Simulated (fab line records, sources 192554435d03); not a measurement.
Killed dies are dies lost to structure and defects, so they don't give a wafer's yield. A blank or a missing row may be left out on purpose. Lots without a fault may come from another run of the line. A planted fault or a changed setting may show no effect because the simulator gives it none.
fab line records | flow n5_finfet
record lots=24 wafers=72 last_day=20
route steps=1938 shown HKMG_FIN@406 GATE_CUT@468
lots that met no fault: from a run of the same line without faults
start_h: hours from the record's first day to the start of the lot's first wafer shown | wait_h: hours since the lot's step before | " the same as in the row above | L1.1+2: a row that stands for several wafers | - no value, or no start given | * or withheld: withheld | < > ~ a bound
route shown NAME@n: a module of which the file shows steps, and the number in the route of the first | usual: mean/standard deviation of fault-free wafers | same: alike in all rows | chamber/n: place in a boat | sites: the reading at each site | _std_site: their standard deviation | _edge_site: outer sites' mean less inner sites' | radius_mm: how far each site lies from the wafer's centre | mask NAME#n: copy n | behind: the tool/chamber that last shaped the wafer | hold: why the lot was held/for how many hours/how that ended | device: the transistor (n, p or np) that didn't switch | end of line: the same wafers' tests at the end of the route | a step without rows: its recipe alone | killed: dies lost to structure and defects at the first sort, not the wafer's yield | map: a wafer's dies, x killed, . not, _ none there
set.NAME: the setting as run; set.NAME@STEP: as run at that earlier step | model.NAME: the simulator's own value behind a step, which no gauge read
steps of the route over a sample of lots; a table a step, a row a wafer
services: from which hour (start_h, from the record's first day; less than 0 if before it) a tool's chamber was out of use, for how many hours, and why
## steps
# step N5_HKMG_FIN_ETCH_58
# recipe chemistry=N2/H2 target=SOC target_depth_a=2158 ion_energy_ev=50 bias_w=13 time_s=741 pressure_mtorr=30 source_w=875 n2_flow_sccm=200 h2_flow_sccm=200
# usual drypump_motor_current_A=5.8/0.43 h2_flow_sccm=199.9/0.64 oes_product_au=0.79/0.061 rf_vpp_V=99.4/0.95 showerhead_plenum_p_Torr=2.58/0.073 throttle_valve_pct=17.81/0.26
# columns lot.wafer tool chamber start_h wait_h drypump_motor_current_A h2_flow_sccm oes_product_au rf_hours_counter_h rf_vpp_V showerhead_plenum_p_Torr throttle_valve_pct
L074.2 rie_diel-06 3 72.05 0.0 5.9 199.5 0.78 111 98.6 2.55 17.70
L074.5 " 2 " " 5.1 200.4 0.76 - 101.9 2.66 17.71
L074.6 " 3 " " 5.9 199.6 0.79 - 99.7 2.55 17.67
L075.2 rie_diel-04 1 81.68 0.0 5.3 200.1 0.85 60 99.4 2.57 17.34
L075.3 " 2 " " 5.4 200.8 0.74 167 98.9 2.64 18.31
L075.4 " 0 " " 6.4 199.4 0.71 236 98.8 2.41 18.03
L076.1 rie_diel-04 3 86.92 0.0 6.5 199.7 0.77 153 102.0 2.65 17.51
L076.2 " 1 " " 5.3 198.6 0.83 62 97.8 2.57 17.35
L076.4 " 2 " " 5.5 200.5 0.73 169 98.0 2.64 18.31
L077.1 rie_diel-06 2 90.71 0.0 5.1 199.3 0.76 148 99.7 2.66 17.73
L077.2 " 3 " " 5.9 200.4 0.77 116 99.6 2.55 17.70
L077.5 " 0 " " 5.9 200.6 0.75 - 98.2 2.53 18.00
L078.1 rie_diel-04 0 93.40 0.0 6.4 200.5 0.70 240 99.8 2.41 18.03
L078.3 " 2 " " 5.5 200.3 0.73 171 98.7 2.64 18.31
L078.5 " 2 " " 5.4 200.4 0.73 - 99.4 2.64 18.30
L079.3 rie_diel-01 3 104.36 0.0 5.6 199.8 0.80 112 99.3 2.56 17.87
L079.5 " 1 " " 5.8 198.5 0.86 - 98.7 2.58 17.71
L079.6 " 2 " " 6.3 200.8 0.89 - 99.1 2.48 17.81
L080.3 rie_diel-04 3 107.57 0.0 6.5 198.9 0.77 159 100.3 2.65 17.49
L080.5 " 2 " " 5.4 200.7 0.71 - 101.0 2.64 18.34
L080.6 " 0 " " 6.4 199.8 0.70 - 98.3 2.40 18.03
L081.1 rie_diel-04 3 115.69 0.0 6.5 199.1 0.77 162 98.5 2.64 17.51
L081.3 " 0 " " 6.4 200.4 0.70 247 98.9 2.40 18.04
L081.6 " 0 " " 6.4 200.1 0.70 - 99.8 2.40 18.03
L082.1 rie_diel-06 3 121.62 0.0 5.9 199.3 0.77 128 99.8 2.54 17.71
L082.3 " 0 " " 6.0 199.5 0.74 170 100.1 2.53 18.02
L082.4 " 2 " " 5.0 200.3 0.76 159 99.7 2.65 17.73
L083.1 rie_diel-04 1 127.21 0.0 5.3 200.3 0.81 74 98.3 2.57 17.38
L083.4 " 2 " " 5.4 199.1 0.72 - 100.2 2.63 18.35
L083.6 " 3 " " 6.5 199.3 0.76 - 100.3 2.64 17.54
L084.1 rie_diel-06 2 130.94 0.0 5.1 200.2 0.76 161 100.1 2.65 17.73
L084.2 " 3 " " 5.9 199.3 0.77 131 98.8 2.54 17.73
L084.4 " 0 " " 6.0 200.7 0.75 172 99.6 2.53 18.02
L085.2 rie_diel-01 2 138.24 0.0 6.2 199.8 0.87 53 98.2 2.48 17.83
L085.3 " 3 " " 5.6 200.1 0.79 125 99.6 2.55 17.88
L085.6 " 2 " " 6.3 199.3 0.86 - 100.3 2.48 17.83
L086.1 rie_diel-04 3 148.14 0.0 6.5 201.1 0.76 176 99.3 2.64 17.53
L086.4 " 2 " " 5.4 200.4 0.71 192 99.6 2.63 18.35
L086.6 " 0 " " 6.4 200.9 0.97 - 100.1 2.72 17.64
L087.2 rie_diel-06 0 151.01 0.0 6.0 200.4 0.74 178 97.9 2.52 18.03
L087.3 " 3 " " 5.9 200.1 0.77 137 99.7 2.54 17.73
L087.5 " 0 " " 6.0 199.9 0.74 - 98.6 2.52 18.02
L088.2 rie_diel-01 0 157.29 0.0 5.7 200.5 0.84 66 99.6 2.69 17.86
L088.4 " 3 " " 5.6 200.0 0.79 131 98.3 2.55 17.90
L088.5 " 1 " " 5.7 201.3 0.84 - 99.3 2.58 17.74
L089.2 rie_diel-06 1 165.07 0.0 5.7 200.3 0.86 65 98.6 2.57 17.81
L089.4 " 3 " " 5.9 200.0 0.76 140 99.5 2.54 17.72
L089.5 " 2 " " 5.1 200.2 0.75 - 99.2 2.65 17.75
L090.1 rie_diel-06 0 166.52 0.0 6.0 199.8 0.75 183 100.5 2.52 18.04
L090.4 " 1 " " 5.7 199.8 0.85 66 98.2 2.57 17.80
L090.5 " 1 " " 5.7 199.4 0.85 - 100.5 2.57 17.82
L091.1 rie_diel-04 3 195.28 0.0 6.5 198.5 0.75 187 99.8 2.63 17.53
L091.4 " 2 " " 5.5 199.6 0.71 203 99.0 2.63 18.38
L091.6 " 2 " " 5.4 199.3 0.71 - 100.5 2.63 18.37
L092.1 rie_diel-01 2 195.85 0.0 6.2 199.3 0.85 67 98.8 2.47 17.87
L092.2 " 3 " " 5.6 200.5 0.78 139 98.6 2.54 17.91
L092.5 " 1 " " 5.8 200.7 0.83 - 99.1 2.57 17.75
L093.1 rie_diel-06 1 196.69 0.0 5.8 199.9 0.84 71 100.4 2.57 17.80
L093.3 " 3 " " 5.8 199.2 0.75 146 97.7 2.54 17.74
L093.5 " 1 " " 5.7 199.2 0.83 - 101.5 2.57 17.82
L096.1 rie_diel-04 2 238.46 0.0 5.4 200.9 0.70 212 98.9 2.62 18.37
L096.2 " 1 " " 5.3 199.0 0.80 103 100.9 2.56 17.42
L096.3 " 3 " " 6.4 200.4 0.75 197 99.4 2.63 17.56
L095.1 rie_diel-01 0 239.23 0.0 5.7 199.1 0.82 82 97.5 2.68 17.88
L095.2 " 1 " " 5.8 200.3 0.82 98 99.8 2.57 17.77
L095.4 " 2 " " 6.2 200.1 0.83 75 100.2 2.47 17.87
L094.1 rie_diel-04 0 240.86 0.0 6.4 200.0 0.91 25 99.7 2.71 17.66
L094.4 " 2 " " 5.4 199.8 0.70 213 99.3 2.62 18.38
L094.5 " 1 " " 5.3 200.3 0.78 - 97.9 2.56 17.43
L097.4 rie_diel-01 0 242.19 0.0 5.7 200.1 0.81 83 98.6 2.68 17.89
L097.5 " 1 " " 5.8 200.0 0.81 - 101.0 2.57 17.78
L097.6 " 0 " " 5.7 199.4 0.82 - 100.2 2.68 17.89
# step N5_HKMG_FIN_CVD_62
# recipe material=a-Si target_thk_a=30 temp_c=500 precursor=Si2H6 pressure_torr=1 time_s=20.8
# usual heater_power_w=1453/120
# columns lot.wafer tool chamber start_h wait_h heater_power_w
L074.2 thermal_cvd_si-02 2 73.48 0.2 1250
L074.5 " 1 " " 1388
L074.6 " 2 " " 1243
L075.2 thermal_cvd_si-01 0 83.11 0.2 1566
L075.3 " 0 " " 1560
L075.4 " 1 " " 1552
L076.1 thermal_cvd_si-02 0 88.34 0.2 1475
L076.2 " 2 " " 1233
L076.4 " 0 " " 1504
L077.1 thermal_cvd_si-01 1 92.15 0.2 1530
L077.2 " 0 " " 1569
L077.5 " 1 " " 1596
L078.1 thermal_cvd_si-02 2 94.84 0.2 1240
L078.3 " 1 " " 1406
L078.5 " 2 " " 1243
L079.3 thermal_cvd_si-01 1 105.87 0.2 1593
L079.5 " 0 " " 1534
L079.6 " 1 " " 1555
L080.3 thermal_cvd_si-02 1 109.00 0.2 1438
L080.5 " 1 " " 1391
L080.6 " 2 " " 1249
L081.1 thermal_cvd_si-01 2 117.12 0.2 1330
L081.3 " 1 " " 1574
L081.6 " 0 " " 1604
L082.1 thermal_cvd_si-02 2 123.06 0.2 1248
L082.3 " 1 " " 1393
L082.4 " 0 " " 1514
L083.1 thermal_cvd_si-01 0 128.63 0.2 1601
L083.4 " 0 " " 1601
L083.6 " 1 " " 1584
L084.1 thermal_cvd_si-02 0 132.37 0.2 1503
L084.2 " 2 " " 1257
L084.4 " 0 " " 1471
L085.2 thermal_cvd_si-01 2 139.66 0.2 1320
L085.3 " 0 " " 1574
L085.6 " 2 " " 1341
L086.1 thermal_cvd_si-02 2 149.57 0.2 1296
L086.4 " 1 " " 1410
L086.6 " 2 " " 1285
L087.2 thermal_cvd_si-01 2 152.44 0.2 1339
L087.3 " 2 " " 1317
L087.5 " 2 " " 1351
L088.2 thermal_cvd_si-02 1 158.72 0.2 1450
L088.4 " 0 " " 1480
L088.5 " 1 " " 1426
L089.2 thermal_cvd_si-01 2 166.51 0.2 1326
L089.4 " 2 " " 1338
L089.5 " 2 " " 1361
L090.1 thermal_cvd_si-02 2 167.95 0.2 1258
L090.4 " 2 " " 1273
L090.5 " 0 " " 1527
L091.1 thermal_cvd_si-01 2 196.71 0.2 1341
L091.4 " 2 " " 1325
L091.6 " 1 " " 1576
L092.1 thermal_cvd_si-02 1 197.27 0.2 1445
L092.2 " 0 " " 1489
L092.5 " 1 " " 1372
L093.1 thermal_cvd_si-01 2 198.12 0.2 1367
L093.3 " 0 " " 1578
L093.5 " 1 " " 1596
L096.1 thermal_cvd_si-02 2 239.89 0.2 1257
L096.2 " 0 " " 1494
L096.3 " 1 " " 1425
L095.1 thermal_cvd_si-01 0 240.66 0.2 1617
L095.2 " 1 " " 1593
L095.4 " 1 " " 1589
L094.1 thermal_cvd_si-02 2 242.30 0.2 1237
L094.4 " 0 " " 1516
L094.5 " 2 " " 1294
L097.4 thermal_cvd_si-01 2 243.67 0.2 1339
L097.5 " 1 " " 1622
L097.6 " 0 " " 1590
# step N5_HKMG_FIN_INSPECT_14
# recipe mode=adi inspect_instrument=macro
# usual raw_defect_count=1.9/1.4
# columns lot.wafer tool chamber start_h wait_h raw_defect_count
L074.2 defect_inspect-01 - 75.10 0.0 5
L074.5 " - " " 1
L074.6 " - " " 1
L075.2 defect_inspect-02 - 84.77 0.0 3
L075.3 " - " " 1
L075.4 " - " " 1
L076.1 defect_inspect-01 - 89.83 0.0 2
L076.2 " - " " 3
L076.4 " - " " 4
L077.1 defect_inspect-01 - 93.73 0.0 3
L077.2 " - " " 2
L077.5 " - " " 4
L078.1 defect_inspect-02 - 96.52 0.0 3
L078.3 " - " " 0
L078.5 " - " " 0
L079.3 defect_inspect-02 - 107.38 0.0 1
L079.5 " - " " 3
L079.6 " - " " 2
L080.3 defect_inspect-02 - 110.62 0.0 2
L080.5 " - " " 2
L080.6 " - " " 1
L081.1 defect_inspect-02 - 118.73 0.0 3
L081.3 " - " " 4
L081.6 " - " " 4
L082.1 defect_inspect-02 - 124.90 0.0 2
L082.3 " - " " 2
L082.4 " - " " 2
L083.1 defect_inspect-02 - 130.24 0.0 1
L083.4 " - " " 0
L083.6 " - " " 2
L084.1 defect_inspect-02 - 134.05 0.0 2
L084.2 " - " " 1
L084.4 " - " " 2
L085.2 defect_inspect-02 - 141.33 0.0 0
L085.3 " - " " 3
L085.6 " - " " 4
L086.1 defect_inspect-01 - 151.17 0.0 3
L086.4 " - " " 2
L086.6 " - " " 4
L087.2 defect_inspect-01 - 154.12 0.0 2
L087.3 " - " " 2
L087.5 " - " " 1
L088.2 defect_inspect-01 - 160.32 0.0 2
L088.4 " - " " 1
L088.5 " - " " 5
L089.2 defect_inspect-02 - 168.04 0.0 1
L089.4 " - " " 2
L089.5 " - " " 4
L090.1 defect_inspect-02 - 169.43 0.0 1
L090.4 " - " " 3
L090.5 " - " " 3
L091.1 defect_inspect-02 - 198.19 0.0 3
L091.4 " - " " 3
L091.6 " - " " 1
L092.1 defect_inspect-02 - 198.88 0.0 1
L092.2 " - " " 3
L092.5 " - " " 3
L093.1 defect_inspect-02 - 199.84 0.0 1
L093.3 " - " " 2
L093.5 " - " " 1
L096.1 defect_inspect-01 - 241.50 0.0 1
L096.2 " - " " 4
L096.3 " - " " 2
L095.1 defect_inspect-01 - 242.30 0.0 0
L095.2 " - " " 3
L095.4 " - " " 3
L094.1 defect_inspect-01 - 243.91 0.0 5
L094.4 " - " " 4
L094.5 " - " " 3
L097.4 defect_inspect-01 - 245.10 0.0 1
L097.5 " - " " 0
L097.6 " - " " 1
# step N5_HKMG_FIN_ETCH_86
# recipe chemistry=N2/H2 target=SOC target_depth_a=3932 stop_on=TiN ion_energy_ev=100 bias_w=61 pressure_mtorr=30 source_w=850 n2_flow_sccm=200 h2_flow_sccm=200
# usual drypump_motor_current_A=5.8/0.42 h2_flow_sccm=200.1/0.6 oes_product_au=0.79/0.067 rf_vpp_V=241.5/1.1 showerhead_plenum_p_Torr=2.59/0.071 throttle_valve_pct=17.82/0.24
# columns lot.wafer tool chamber start_h wait_h drypump_motor_current_A h2_flow_sccm oes_product_au rf_hours_counter_h rf_vpp_V showerhead_plenum_p_Torr throttle_valve_pct
L074.2 rie_diel-01 2 76.45 - 6.3 199.5 0.89 27 240.5 2.49 17.83
L074.5 " 2 " " 6.3 200.2 0.89 - 241.3 2.49 17.82
L074.6 " 1 " " 5.8 200.7 0.86 - 241.1 2.59 17.72
L075.2 rie_diel-01 3 86.15 - 5.6 200.0 0.80 106 241.2 2.56 17.88
L075.3 " 1 " " 5.8 201.1 0.86 55 241.7 2.59 17.73
L075.4 " 0 " " 5.7 199.8 0.88 41 243.3 2.70 17.84
L076.1 rie_diel-06 2 91.20 - 5.1 200.3 0.75 148 244.2 2.66 17.74
L076.2 " 0 " " 6.0 200.8 0.76 158 239.2 2.53 18.02
L076.4 " 3 " " 5.9 200.2 0.77 117 242.7 2.55 17.72
L077.1 rie_diel-06 3 95.30 - 5.9 199.7 0.77 118 242.2 2.55 17.73
L077.2 " 1 " " 5.7 199.9 0.87 44 242.8 2.58 17.79
L077.5 " 0 " " 6.0 200.7 0.75 - 240.5 2.53 18.02
L078.1 rie_diel-06 3 98.12 - 5.9 200.9 0.77 120 241.7 2.55 17.70
L078.3 " 1 " " 5.8 199.1 0.87 45 242.1 2.58 17.78
L078.5 " 2 " " 5.1 199.6 0.74 - 243.5 2.65 17.75
L079.3 rie_diel-04 0 108.74 - 6.4 199.7 0.69 245 239.5 2.40 18.06
L079.5 " 0 " " 6.4 200.2 0.70 - 238.1 2.40 18.06
L079.6 " 2 " " 5.5 200.7 0.72 - 242.2 2.64 18.34
L080.3 rie_diel-04 2 111.97 - 5.4 200.0 0.72 177 241.1 2.64 18.35
L080.5 " 3 " " 6.5 199.3 0.77 - 243.9 2.64 17.53
L080.6 " 2 " " 5.4 200.3 0.72 - 242.6 2.64 18.35
L081.1 rie_diel-01 3 120.32 - 5.6 199.7 0.78 118 240.4 2.55 17.90
L081.3 " 2 " " 6.2 200.5 0.86 44 241.2 2.48 17.85
L081.6 " 1 " " 5.8 199.6 0.85 - 241.1 2.58 17.73
L082.1 rie_diel-01 1 126.29 - 5.8 201.3 0.83 70 242.2 2.58 17.75
L082.3 " 2 " " 6.3 199.7 0.86 47 241.0 2.48 17.83
L082.4 " 3 " " 5.6 199.9 0.78 120 240.6 2.55 17.90
L083.1 rie_diel-01 2 131.59 - 6.3 201.3 0.86 49 240.3 2.48 17.84
L083.4 " 0 " " 5.8 199.9 0.86 57 242.3 2.69 17.87
L083.6 " 0 " " 5.8 199.9 0.86 - 242.6 2.69 17.87
L084.1 rie_diel-06 1 135.71 - 5.7 199.6 0.85 56 242.0 2.58 17.81
L084.2 " 3 " " 5.9 201.0 0.76 133 240.4 2.54 17.74
L084.4 " 0 " " 6.0 200.5 0.75 174 241.3 2.53 18.04
L085.2 rie_diel-04 3 142.68 - 6.5 200.2 0.76 174 241.3 2.64 17.55
L085.3 " 0 " " 6.4 200.6 0.98 1 242.9 2.72 17.65
L085.6 " 3 " " 6.5 199.0 0.76 - 242.4 2.64 17.55
L086.1 rie_diel-04 0 152.75 - 6.4 199.1 0.96 4 241.6 2.72 17.65
L086.4 " 1 " " 5.3 199.7 0.81 83 241.0 2.56 17.40
L086.6 " 1 " " 5.3 199.9 0.81 - 240.6 2.56 17.43
L087.2 rie_diel-04 1 155.48 - 5.3 200.6 0.81 84 240.3 2.56 17.42
L087.3 " 3 " " 6.5 200.0 0.74 178 242.2 2.64 17.55
L087.5 " 0 " " 6.4 200.8 0.95 - 243.1 2.72 17.67
L088.2 rie_diel-06 2 161.83 - 5.1 198.9 0.73 169 242.0 2.65 17.76
L088.4 " 1 " " 5.7 200.2 0.84 63 241.8 2.58 17.81
L088.5 " 3 " " 5.9 199.3 0.76 - 240.6 2.54 17.75
L089.2 rie_diel-04 3 169.88 - 6.5 199.9 0.75 182 241.7 2.64 17.55
L089.4 " 2 " " 5.4 200.3 0.70 199 241.5 2.63 18.39
L089.5 " 0 " " 6.4 199.7 0.93 - 244.4 2.72 17.66
L090.1 rie_diel-01 1 170.78 - 5.8 199.9 0.81 86 240.3 2.57 17.79
L090.4 " 3 " " 5.6 198.6 0.77 135 241.7 2.55 17.92
L090.5 " 1 " " 5.8 200.1 0.81 - 240.9 2.57 17.78
L091.1 rie_diel-06 3 199.54 - 5.9 200.0 0.75 146 239.8 2.54 17.76
L091.4 " 0 " " 6.0 201.0 0.73 188 240.0 2.52 18.09
L091.6 " 3 " " 5.9 199.4 0.74 - 240.9 2.54 17.78
L092.1 rie_diel-06 2 200.23 - 5.1 200.1 0.72 178 242.4 2.64 17.77
L092.2 " 1 " " 5.8 198.9 0.83 72 241.3 2.57 17.83
L092.5 " 3 " " 5.9 199.3 0.75 - 240.6 2.54 17.75
L093.1 rie_diel-04 3 201.20 - 6.5 201.0 0.75 189 242.1 2.63 17.60
L093.3 " 2 " " 5.4 200.6 0.70 205 240.5 2.63 18.39
L093.5 " 0 " " 6.4 200.2 0.92 - 241.3 2.72 17.67
L096.1 rie_diel-06 2 243.43 - 5.1 200.1 0.72 187 242.0 2.64 17.81
L096.2 " 3 " " 5.9 199.8 0.74 157 241.8 2.53 17.78
L096.3 " 0 " " 6.0 200.2 0.73 198 239.7 2.51 18.09
L095.1 rie_diel-01 2 244.58 - 6.2 199.9 0.82 78 241.0 2.47 17.91
L095.2 " 3 " " 5.5 199.5 0.75 151 241.2 2.54 17.97
L095.4 " 0 " " 5.7 200.4 0.82 84 242.8 2.68 17.90
L094.1 rie_diel-04 1 245.43 - 5.3 200.8 0.78 106 241.6 2.55 17.46
L094.4 " 2 " " 5.4 199.8 0.69 216 242.1 2.62 18.41
L094.5 " 1 " " 5.3 201.2 0.79 - 240.9 2.55 17.45
L097.4 rie_diel-04 2 247.24 - 5.4 200.1 0.69 217 242.3 2.62 18.40
L097.5 " 3 " " 6.5 200.9 0.73 - 242.3 2.63 17.61
L097.6 " 0 " " 6.4 199.9 0.89 - 242.8 2.71 17.68
# step N5_HKMG_FIN_CMP_94
# recipe stop_on=SiNx post_cmp_clean=w_dilute_nh4oh t_overpolish_s=4.7 down_force_psi=4 platen_rpm=50.289 pad_velocity_m_s=1.0006 target_thk_nm=43.299
# usual motor_current_A=12.7/1.5
# columns lot.wafer tool chamber start_h wait_h motor_current_A
L074.2 cmp-03 2 79.37 0.4 12.1
L074.5 " 2 " " 12.5
L074.6 " 3 " " 13.8
L075.2 cmp-03 1 89.05 0.4 17.8
L075.3 " 2 " " 12.7
L075.4 " 3 " " 13.8
L076.4 cmp-04 2 94.15 0.4 11.5
L076.1 " 3 " " 12.5
L076.2 " 1 " " 12.9
L077.2 cmp-04 2 98.27 0.3 11.6
L077.1 " 0 " " 12.5
L077.5 " 2 " " 11.2
L078.1 cmp-04 2 100.98 0.3 11.6
L078.3 " 3 " " 12.6
L078.5 " 2 " " 11.7
L079.3 cmp-04 3 111.59 0.4 13.1
L079.6 " 3 " " 12.8
L079.5 " 0 " " 12.4
L080.3 cmp-03 3 114.82 0.3 14.5
L080.5 " 2 " " 12.1
L080.6 " 3 " " 13.9
L081.3 cmp-02 3 123.25 0.3 10.9
L081.1 " 1 " " 11.6
L081.6 " 3 " " 11.7
L082.3 cmp-04 1 129.44 0.4 12.8
L082.4 " 2 " " 11.8
L082.1 " 0 " " 11.8
L083.1 cmp-03 1 134.68 0.3 16.7
L083.4 " 2 " " 12.7
L083.6 " 1 " " 17.6
L084.1 cmp-02 3 138.63 0.4 11.2
L084.4 " 1 " " 12.2
L084.2 " 2 " " 12.4
L085.2 cmp-04 3 145.80 0.4 12.7
L085.3 " 1 " " 12.1
L085.6 " 0 " " 12.5
L086.4 cmp-03 0 156.33 1.0 13.4
L086.1 " 2 " " 12.1
L086.6 " 0 " " 13.4
L087.2 cmp-03 0 158.46 0.3 13.5
L087.3 " 1 " " 17.7
L087.5 " 0 " " 13.5
L088.2 cmp-03 0 164.85 0.3 13.7
L088.4 " 1 " " 17.3
L088.5 " 3 " " 13.4
L089.2 cmp-04 0 172.95 0.4 12.6
L089.4 " 2 " " 11.5
L089.5 " 3 " " 12.3
L090.4 cmp-02 1 173.61 0.4 11.7
L090.1 " 0 " " 11.6
L090.5 " 2 " " 12.2
L091.4 cmp-04 0 202.37 0.4 12.4
L091.1 " 1 " " 12.3
L091.6 " 0 " " 12.4
L092.2 cmp-02 1 203.06 0.4 11.4
L092.1 " 3 " " 11.4
L092.5 " 1 " " 11.5
L093.1 cmp-04 0 204.06 0.3 11.8
L093.3 " 1 " " 12.1
L093.5 " 0 " " 12.2
L096.3 cmp-02 1 246.83 0.3 11.7
L096.2 " 2 " " 12.2
L096.1 " 3 " " 11.6
L095.1 cmp-02 3 247.54 0.4 11.1
L095.2 " 0 " " 11.8
L095.4 " 1 " " 12.1
L094.1 cmp-04 1 248.32 0.4 12.1
L094.4 " 2 " " 12.0
L094.5 " 2 " " 12.2
L097.4 cmp-02 3 250.08 0.4 11.1
L097.5 " 3 " " 11.2
L097.6 " 0 " " 12.0
# step N5_GATE_CUT_VAPOR_ETCH_60
# recipe chemistry=BCl3/Cl2 target=HfO2 mode=isotropic
# usual drypump_motor_current_A=5.9/0.46 oes_product_au=0.75/0.11
# columns lot.wafer tool chamber start_h wait_h drypump_motor_current_A oes_product_au
L074.2 rie_metal-01 1 79.87 0.0 6.1 0.80
L074.5 " 1 " " 6.1 0.81
L074.6 " 0 " " 6.8 0.59
L075.2 rie_metal-02 1 89.56 0.0 6.0 0.89
L075.3 " 0 " " 5.6 0.65
L075.4 " 1 " " 6.0 0.90
L076.1 rie_metal-02 0 94.65 0.0 5.7 0.65
L076.2 " 1 " " 6.0 0.89
L076.4 " 0 " " 5.6 0.65
L077.1 rie_metal-02 0 98.75 0.0 5.7 0.65
L077.2 " 1 " " 6.0 0.89
L077.5 " 0 " " 5.6 0.65
L078.1 rie_metal-03 1 101.45 0.0 5.1 0.83
L078.3 " 1 " " 5.1 0.83
L078.5 " 1 " " 5.1 0.83
L079.3 rie_metal-01 0 112.11 0.0 6.8 0.59
L079.5 " 1 " " 6.2 0.81
L079.6 " 0 " " 6.8 0.59
L080.3 rie_metal-02 0 115.31 0.0 5.7 0.65
L080.5 " 0 " " 5.7 0.65
L080.6 " 1 " " 6.1 0.88
L081.1 rie_metal-03 1 123.72 0.0 5.1 0.82
L081.3 " 0 " " 5.9 0.63
L081.6 " 0 " " 5.9 0.63
L082.1 rie_metal-02 1 129.95 0.0 6.0 0.87
L082.3 " 1 " " 6.1 0.89
L082.4 " 0 " " 5.7 0.64
L083.1 rie_metal-03 0 135.16 0.0 5.9 0.63
L083.4 " 0 " " 5.9 0.63
L083.6 " 1 " " 5.1 0.81
L084.1 rie_metal-02 1 139.14 0.0 6.0 0.87
L084.2 " 0 " " 5.6 0.64
L084.4 " 1 " " 6.0 0.87
L085.2 rie_metal-01 0 146.31 0.0 6.7 0.58
L085.3 " 1 " " 6.1 0.80
L085.6 " 1 " " 6.1 0.80
L086.1 rie_metal-02 1 156.84 0.0 6.0 0.86
L086.4 " 0 " " 5.6 0.64
L086.6 " 0 " " 5.6 0.64
L087.2 rie_metal-01 1 159.18 0.1 6.2 0.80
L087.3 " 1 " " 6.2 0.80
L087.5 " 1 " " 6.2 0.80
L088.2 rie_metal-03 0 165.29 0.0 5.9 0.63
L088.4 " 0 " " 5.9 0.63
L088.5 " 1 " " 5.2 0.81
L089.2 rie_metal-02 0 173.44 0.0 5.6 0.64
L089.4 " 0 " " 5.6 0.63
L089.5 " 1 " " 6.0 0.85
L090.1 rie_metal-03 1 174.12 0.0 5.1 0.80
L090.4 " 0 " " 5.9 0.63
L090.5 " 0 " " 5.9 0.63
L091.1 rie_metal-01 1 202.87 0.0 6.2 0.79
L091.4 " 0 " " 6.8 0.96
L091.6 " 1 " " 6.2 0.80
L092.1 rie_metal-02 0 203.57 0.0 5.6 0.64
L092.2 " 1 " " 6.1 0.85
L092.5 " 1 " " 6.0 0.85
L093.1 rie_metal-03 0 204.54 0.0 5.9 0.63
L093.3 " 0 " " 5.9 0.63
L093.5 " 0 " " 5.9 0.63
L096.1 rie_metal-03 1 247.30 0.0 5.1 0.79
L096.2 " 0 " " 5.9 0.62
L096.3 " 0 " " 5.9 0.62
L095.1 rie_metal-03 0 248.05 0.0 5.9 0.62
L095.2 " 1 " " 5.2 0.79
L095.4 " 0 " " 5.9 0.62
L094.1 rie_metal-03 1 249.67 0.0 5.1 0.80
L094.4 " 1 " " 5.1 0.79
L094.5 " 1 " " 5.1 0.79
L097.4 rie_metal-01 1 250.59 0.0 6.1 0.78
L097.5 " 1 " " 6.2 0.77
L097.6 " 0 " " 6.7 0.93
## services
# columns tool chamber start_h hours kind
cmp-04 - 57.42 1.7 repair
cmp-02 - 57.75 4.0 pm
thermal_cvd_si-01 1 62.77 7.7 repair
cmp-02 - 63.96 4.0 pm
thermal_cvd_si-02 - 69.75 1.6 repair
cmp-03 - 71.34 5.1 pm
cmp-02 - 77.75 3.5 repair
rie_diel-04 1 106.06 2.9 repair
cmp-04 - 123.36 5.2 pm
cmp-04 - 136.81 1.7 repair
cmp-03 - 146.79 0.3 repair
cmp-04 - 149.20 4.0 pm
thermal_cvd_si-01 1 150.66 19.5 repair
rie_diel-06 - 152.62 0.9 repair
cmp-02 - 160.77 1.0 repair
rie_diel-01 0 161.28 4.4 repair
thermal_cvd_si-02 2 179.37 13.6 repair
rie_diel-01 1 187.71 6.8 repair
cmp-04 - 211.44 3.1 repair
rie_metal-03 - 212.47 1.0 repair
rie_metal-03 - 214.10 2.8 pm
rie_diel-06 1 214.42 9.5 repair
rie_diel-01 - 234.77 2.8 pm
thermal_cvd_si-02 0 235.24 4.1 repair
## key
fault none
